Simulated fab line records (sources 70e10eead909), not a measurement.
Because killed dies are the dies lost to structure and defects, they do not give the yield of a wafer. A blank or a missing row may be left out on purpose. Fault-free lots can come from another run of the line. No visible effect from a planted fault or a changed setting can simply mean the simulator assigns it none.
Which of the tools did it? -- flow nand-harc -- 12 lots with 36 wafers sampled at 3 steps, on a route of 1302 steps

WHAT THE GAUGES SHOWED, per wafer
NHARC_A_WL_FILL_INSPECT_15.
lot,measured,on,raw-defect-count
L075,day 21 18:16,defect-inspect-02,534 876 500
L077,day 22 09:14,defect-inspect-02,423 632 540
L076,day 22 15:31,defect-inspect-02,524 432 475
L082,day 24 03:30,defect-inspect-01,594 552 695
L085,day 25 18:20,defect-inspect-02,620 668 656
L084,day 25 23:52,defect-inspect-02,442 432 305
L087,day 26 12:34,defect-inspect-02,420 418 459
L089,day 26 22:31,defect-inspect-02,578 398 408
L092,day 28 12:06,defect-inspect-02,356 367 253
L093,day 29 02:35,defect-inspect-02,481 430 481
L095,day 29 16:58,defect-inspect-01,564 488 553
L097,day 31 03:43,defect-inspect-02,574 457 755

TOOL THAT RAN EACH LOT (tool first, then ch and the chambers of the sampled wafers, then the start)
lot,NHARC_A_WL_FILL_CVD_03,NHARC_A_WL_FILL_ALD_10
L075,"cvd-w-02 ch 1, day 20 18:53","ald-hk-03 ch 0,1, day 21 05:03"
L077,"cvd-w-02 ch 0,1, day 21 17:12","ald-hk-04 ch 0,1,3, day 21 22:34"
L076,"cvd-w-01 ch 0,1, day 21 22:48","ald-hk-04 ch 0,1,3, day 22 06:06"
L082,"cvd-w-02 ch 0,1, day 23 08:44","ald-hk-02 ch 0,1,3, day 23 16:38"
L085,"cvd-w-02 ch 1, day 24 22:46","ald-hk-02 ch 0,1,3, day 25 06:16"
L084,"cvd-w-01 ch 0,1, day 25 07:08","ald-hk-04 ch 0,1,2, day 25 13:22"
L087,"cvd-w-02 ch 1, day 25 18:27","ald-hk-04 ch 1,2,3, day 26 02:30"
L089,"cvd-w-01 ch 0,1, day 26 05:11","ald-hk-02 ch 0,3, day 26 11:19"
L092,"cvd-w-01 ch 0,1, day 27 18:55","ald-hk-03 ch 2,3, day 28 00:35"
L093,"cvd-w-01 ch 0,1, day 28 09:25","ald-hk-04 ch 0,1, day 28 15:24"
L095,"cvd-w-01 ch 0,1, day 28 23:16","ald-hk-04 ch 0,2,3, day 29 06:57"
L097,"cvd-w-01 ch 0,1, day 30 07:07","ald-hk-04 ch 0,1,2, day 30 17:09"
- NHARC_A_WL_FILL_CVD_03: deposits W, target thk 40 nm, time 279 s.
- NHARC_A_WL_FILL_ALD_10: deposits SiO2, target thk 50 nm, pulse time 10 s, ald cycles 500.

THE ANSWER, worked out from the rows above alone
Rule: the lots themselves supply what counts as usual. The widest of any qualifying gaps counts: lots, ordered by their means at a reading, are off when they make up no more than a third of the lots, leave a main group of 4 or more, and stand apart from it by 3 or more times the standard deviation of that group's means. Not used: any main group whose means are identical at the precision the tables above print for the reading. Also off: a lot with no number at a reading for which 4 or more lots have one. Any other lot the step has rows for is counted as sound.
No lot is off at any reading shown: from this, nothing can be told.

WHAT WAS PUT IN BY THE SIMULATOR
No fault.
